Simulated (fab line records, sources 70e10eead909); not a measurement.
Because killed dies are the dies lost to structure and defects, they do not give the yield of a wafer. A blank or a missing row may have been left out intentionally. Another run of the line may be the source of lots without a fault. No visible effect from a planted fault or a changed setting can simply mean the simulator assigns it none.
Which of the tools did it? ; flow nand-harc ; 72 wafers from 24 lots sampled at 5 of the route's 1302 steps

WHAT THE GAUGES READ, wafer by wafer
NHARC_P_M0_INSPECT_11. Usual: 4.7 for raw-defect-count, sd 2.5.
lot;measured;on;raw-defect-count;flag
L074;day 6 04:47;defect-inspect-02;4 9 6;
L075;day 6 08:23;defect-inspect-02;3 5 3;
L076;day 6 21:16;defect-inspect-02;6 6 9;
L077;day 7 03:20;defect-inspect-01;6 4 4;
L078;day 7 16:59;defect-inspect-01;5 6 6;
L079;day 8 07:56;defect-inspect-01;5 3 5;
L080;day 8 08:54;defect-inspect-01;4 3 0;
L081;day 8 22:56;defect-inspect-01;1 6 6;
L082;day 9 07:29;defect-inspect-01;4 5 4;
L084;day 10 02:11;defect-inspect-01;7 4 3;
L083;day 10 03:12;defect-inspect-02;8 9 11;
L085;day 10 19:13;defect-inspect-01;4 2 5;
L086;day 10 22:05;defect-inspect-02;3 1 3;
L087;day 11 11:51;defect-inspect-01;2 7 0;
L088;day 12 04:11;defect-inspect-01;2 5 5;
L089;day 12 05:10;defect-inspect-01;2 5 3;
L090;day 12 16:02;defect-inspect-02;3 3 4;
L091;day 12 21:33;defect-inspect-02;3 2 8;
L092;day 13 13:50;defect-inspect-02;2 3 4;
L093;day 13 23:32;defect-inspect-02;13 10 8;
L094;day 14 09:02;defect-inspect-01;10 5 5;
L095;day 14 16:20;defect-inspect-02;9 7 5;
L096;day 15 05:52;defect-inspect-01;6 5 6;
L097;day 15 21:43;defect-inspect-02;6 5 8;

NHARC_P_M1_THK_MEAS_24: measures by xrf. Usual: 157.6 nm for thk-nm, sd 1.6.
lot;measured;on;thk-nm (nm);flag
L074;day 6 11:24;film-metro-02;159.8 156.9 158.9;
L075;day 6 15:00;film-metro-01;155.8 158.6 156.5;
L076;day 7 03:41;film-metro-02;157.7 157.3 156.4;
L077;day 7 09:53;film-metro-02;156.5 158.0 159.0;
L078;day 8 01:28;film-metro-01;156.2 158.9 159.9;
L079;day 8 14:31;film-metro-01;156.5 155.8 155.1;
L080;day 8 15:28;film-metro-02;158.2 161.0 158.5;
L081;day 9 05:38;film-metro-02;156.0 153.4 157.1;
L082;day 9 14:42;film-metro-02;159.2 160.2 160.4;
L084;day 10 08:51;film-metro-01;155.8 155.3 156.9;
L083;day 10 09:42;film-metro-02;157.7 155.9 155.6;
L085;day 11 01:42;film-metro-02;155.5 157.2 157.4;
L086;day 11 04:38;film-metro-01;159.6 157.7 157.9;
L087;day 11 18:47;film-metro-02;156.8 158.6 156.5;
L088;day 12 11:04;film-metro-02;154.8 158.4 157.3;
L089;day 12 11:42;film-metro-02;158.2 160.1 157.1;
L090;day 12 22:37;film-metro-01;156.8 158.4 156.7;
L091;day 13 04:07;film-metro-01;155.7 157.4 157.2;
L092;day 13 20:33;film-metro-02;158.0 156.6 158.2;
L093;day 14 06:14;film-metro-01;157.5 156.7 156.9;
L094;day 14 16:19;film-metro-01;159.7 156.7 158.4;
L095;day 14 22:54;film-metro-02;155.4 159.2 157.8;
L096;day 15 12:55;film-metro-02;157.6 158.6 157.1;
L097;day 16 04:07;film-metro-02;158.0 154.0 157.6;

NHARC_P_BONDPAD_OVL_MEAS_38. Usual: overlay-x-nm 0 nm, standard deviation 5.9; overlay-y-nm -1 nm, standard deviation 4.9.
lot;measured;on;overlay-x-nm (nm);overlay-y-nm (nm);flag
L074;day 6 17:41;overlay-02;4 5 4;-8 -8 -8;
L075;day 6 21:10;overlay-01;-1 -1 0;0 0 1;
L076;day 7 09:57;overlay-02;0 0 0;2 2 2;
L077;day 7 16:07;overlay-02;6 6 6;-11 -11 -11;
L078;day 8 07:29;overlay-01;-3 -3 -3;-3 -3 -3;
L079;day 8 20:40;overlay-01;-4 -4 -4;-1 -1 -1;
L080;day 8 21:31;overlay-01;-5 -5 -6;-10 -10 -10;
L081;day 9 11:34;overlay-01;9 9 9;-3 -3 -3;
L082;day 9 20:54;overlay-01;-4 -3 -3;5 4 5;
L084;day 10 15:50;overlay-02;2 1 1;5 5 5;
L083;day 10 16:00;overlay-01;-11 -11 -11;5 5 5;
L085;day 11 08:01;overlay-01;-7 -7 -7;3 2 2;
L086;day 11 10:50;overlay-02;10 10 10;6 6 6;
L087;day 12 01:08;overlay-02;0 0 0;2 1 1;
L088;day 12 17:44;overlay-01;-11 -11 -10;-3 -4 -3;
L089;day 12 18:01;overlay-02;4 4 4;-6 -6 -6;
L090;day 13 04:45;overlay-02;5 6 6;-9 -9 -9;
L091;day 13 10:32;overlay-01;-2 -3 -3;-2 -3 -2;
L092;day 14 02:56;overlay-02;3 4 3;0 0 0;
L093;day 14 12:49;overlay-02;-11 -10 -10;0 1 0;
L094;day 14 22:32;overlay-02;4 4 3;0 0 1;
L095;day 15 05:18;overlay-01;5 4 5;2 2 2;
L096;day 15 20:05;overlay-01;3 2 3;2 2 2;
L097;day 16 11:21;overlay-01;7 6 7;4 3 4;

EACH LOT AND THE TOOL THAT RAN IT (in order: tool; ch and the chambers of the sampled wafers; start)
lot;NHARC_P_CONTACT_CMP_24;NHARC_P_M0_ETCH_15
L074;cmp-03 ch 0,3, day 6 03:22;rie-diel-06 ch 0,1,2, day 6 11:24 or earlier
L075;cmp-04 ch 0,2,3, day 6 07:07;rie-diel-06 ch 0,1,2, day 6 15:00 or earlier
L076;cmp-02 ch 0,1,2, day 6 19:55;rie-diel-06 ch 0,3, day 7 03:41 or earlier
L077;cmp-04 ch 1,2,3, day 7 02:04;rie-diel-06 ch 1,2,3, day 7 09:53 or earlier
L078;cmp-03 ch 0,2, day 7 15:35;rie-diel-01 ch 1,2, day 8 01:28 or earlier
L079;cmp-04 ch 0,1, day 8 06:31;rie-diel-06 ch 1,2,3, day 8 14:31 or earlier
L080;cmp-04 ch 2,3, day 8 07:29;rie-diel-06 ch 1,3, day 8 15:28 or earlier
L081;cmp-03 ch 0,2, day 8 21:40;rie-diel-01 ch 0,2,3, day 9 05:38 or earlier
L082;cmp-04 ch 0,2,3, day 9 06:01;rie-diel-06 ch 0,1,2, day 9 14:42 or earlier
L084;cmp-03 ch 0,1,3, day 10 00:45;rie-diel-01 ch 0,2,3, day 10 08:51 or earlier
L083;cmp-03 ch 0,1,3, day 10 01:48;rie-diel-06 ch 0,1,3, day 10 09:42 or earlier
L085;cmp-03 ch 1,2,3, day 10 17:50;rie-diel-13 ch 1,2,3, day 11 01:42 or earlier
L086;cmp-03 ch 0,1,3, day 10 20:39;rie-diel-13 ch 1,2,3, day 11 04:38 or earlier
L087;cmp-02 ch 1,2, day 11 10:25;rie-diel-01 ch 1,2,3, day 11 18:47 or earlier
L088;cmp-03 ch 0,2,3, day 12 02:46;rie-diel-06 ch 1,2,3, day 12 11:04 or earlier
L089;cmp-03 ch 0,1,3, day 12 03:36;rie-diel-06 ch 0,1,3, day 12 11:42 or earlier
L090;cmp-02 ch 0,1,2, day 12 14:38;rie-diel-06 ch 0,1,2, day 12 22:37 or earlier
L091;cmp-03 ch 1,2, day 12 20:07;rie-diel-13 ch 1,2, day 13 04:07 or earlier
L092;cmp-02 ch 1,2,3, day 13 12:29;rie-diel-01 ch 0,1,3, day 13 20:33 or earlier
L093;cmp-02 ch 0,2,3, day 13 22:10;rie-diel-01 ch 0,2, day 14 06:14 or earlier
L094;cmp-03 ch 0,1, day 14 07:36;rie-diel-06 ch 1,2,3, day 14 16:19 or earlier
L095;cmp-02 ch 0,1, day 14 14:46;rie-diel-06 ch 0,1,3, day 14 22:54 or earlier
L096;cmp-04 ch 1,2,3, day 15 04:27;rie-diel-06 ch 0,1, day 15 12:55 or earlier
L097;cmp-03 ch 0,3, day 15 19:44;rie-diel-13 ch 0,1,3, day 16 04:07 or earlier
- NHARC_P_CONTACT_CMP_24: polishes, t overpolish 30 s, target thk 200 nm.
- NHARC_P_M0_ETCH_15: etches the open film in C4F8/Ar, target depth 150 nm, overetch 15 nm, time 82.5 s.

WHAT THE TOOLS THEMSELVES READ (means of the sampled wafers that have a number; where no wafer has one, the mark that the record gives instead)
NHARC_P_CONTACT_CMP_24. Usual: motor-current-A 11.5 A, standard deviation 1.1; overpolish-run-s 30.000 s, standard deviation 0.0087; pad-life-wafers 192, standard deviation 120; time-to-endpoint-s 41 s, standard deviation 3.1.
lot;tool;motor-current-A (A);overpolish-run-s (s);pad-life-wafers;time-to-endpoint-s (s);flag
L074;cmp-03;12.2;30.001;228;40;
L075;cmp-04;10.7;29.996;62;42;
L076;cmp-02;11.3;30.001;9;43;
L077;cmp-04;10.9;29.996;146;42;
L078;cmp-03;10.8;30.006;374;40;
L079;cmp-04;12.1;29.999;266;48;
L080;cmp-04;10.8;30.002;272;43;
L081;cmp-03;11.1;30.002;92;37;
L082;cmp-04;11.0;30.009;373;41;
L084;cmp-03;11.7;30.003;218;37;
L083;cmp-03;11.7;30.004;224;38;
L085;cmp-03;11.3;30.003;272;40;
L086;cmp-03;11.3;29.996;290;39;
L087;cmp-02;11.7;29.998;48;41;
L088;cmp-03;11.9;30.010;8;39;
L089;cmp-03;11.7;30.007;14;40;
L090;cmp-02;11.5;29.999;158;39;
L091;cmp-03;11.1;30.001;72;41;
L092;cmp-02;12.4;30.002;231;42;
L093;cmp-02;11.6;30.001;284;37;
L094;cmp-03;10.7;30.003;198;40;
L095;cmp-02;12.1;29.997;332;38;
L096;cmp-04;11.1;30.005;116;39;
L097;cmp-03;12.1;29.997;336;42;

NHARC_P_M0_ETCH_15. Usual: oes-product-au 0.951 a.u., standard deviation 0.022; rf-vpp-V 441.5 V, standard deviation 2.5.
lot;tool;oes-product-au (a.u.);rf-vpp-V (V);flag
L074;rie-diel-06;0.965;442.9;
L075;rie-diel-06;0.967;442.8;
L076;rie-diel-06;0.943;439.1;
L077;rie-diel-06;0.961;440.9;
L078;rie-diel-01;0.923;440.7;
L079;rie-diel-06;0.949;440.7;
L080;rie-diel-06;0.950;438.6;
L081;rie-diel-01;0.926;440.5;
L082;rie-diel-06;0.953;442.6;
L084;rie-diel-01;0.926;440.4;
L083;rie-diel-06;0.962;439.6;
L085;rie-diel-13;0.961;444.7;
L086;rie-diel-13;0.972;444.0;
L087;rie-diel-01;0.932;441.5;
L088;rie-diel-06;0.957;440.8;
L089;rie-diel-06;0.955;440.4;
L090;rie-diel-06;0.967;443.3;
L091;rie-diel-13;0.937;444.8;
L092;rie-diel-01;0.950;441.5;
L093;rie-diel-01;0.942;439.6;
L094;rie-diel-06;0.958;441.5;
L095;rie-diel-06;0.961;440.0;
L096;rie-diel-06;0.912;442.2;
L097;rie-diel-13;0.982;441.8;

THE ANSWER, worked out from the rows above alone
Rule: lot off if the mean of its wafers having a number is beyond 3 standard deviations from the usual mean. Also off: a lot with no number at a reading for which 4 or more lots have one. The other lots that the step has rows for count as sound. After the gauges, taken in route order, come the tools' own readings; for these a lot's mean is taken, as printed above. At the first step where some lot is off, the reading lying furthest off is the one used; lots without a number count as furthest.
None of the lots is off at any reading shown; this tells nothing.

WHAT THE SIMULATOR HAD PUT IN
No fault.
